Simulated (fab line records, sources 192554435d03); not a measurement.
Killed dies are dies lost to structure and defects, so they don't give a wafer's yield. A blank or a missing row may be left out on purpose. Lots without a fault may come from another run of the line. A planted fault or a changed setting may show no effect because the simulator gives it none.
Chamber matching | flow n5_finfet | N5_BEOL_M3_DESCUM_16 on rie_diel-01: 3 sister chambers
The step chemistry O2, time 7 s. 3 wafers are shown with their chamber, then 6 later ones without.

WAFERS WITH THEIR CHAMBER
wafer  | chamber | drypump_motor_current_A (A)
L088.4 | 1       | 6.3
L089.1 | 2       | 5.2
L089.2 | 3       | 6.0

WAFERS WITHOUT THEIR CHAMBER
wafer  | drypump_motor_current_A (A)
L089.6 | 6.3
L094.2 | 6.3
L094.4 | 6.0
L097.1 | 6.0
L097.4 | 5.1
L097.6 | 5.2

WHICH CHAMBER EACH WENT THROUGH
wafer  | from the rows above | in truth
L089.6 | 1                   | 1
L094.2 | 1                   | 1
L094.4 | 3                   | 3
L097.1 | 3                   | 3
L097.4 | 2                   | 2
L097.6 | 2                   | 2
Placed correctly: 6 of 6. Can't be placed from these rows: 0. Placed wrongly: 0.
How it was worked out, from the rows above alone: a wafer's distance from a chamber is the root of the sum, over the readings, of the square of ((its reading less the chamber's mean) divided by the reading's scatter). The wafer belongs to the nearest chamber; if the next one is less than 2 further off, it can't be placed. A chamber's mean is the mean of its shown wafers. The scatter: with one shown wafer a chamber, the root of the mean of the squares of how far each hidden wafer lies from its nearest shown one.
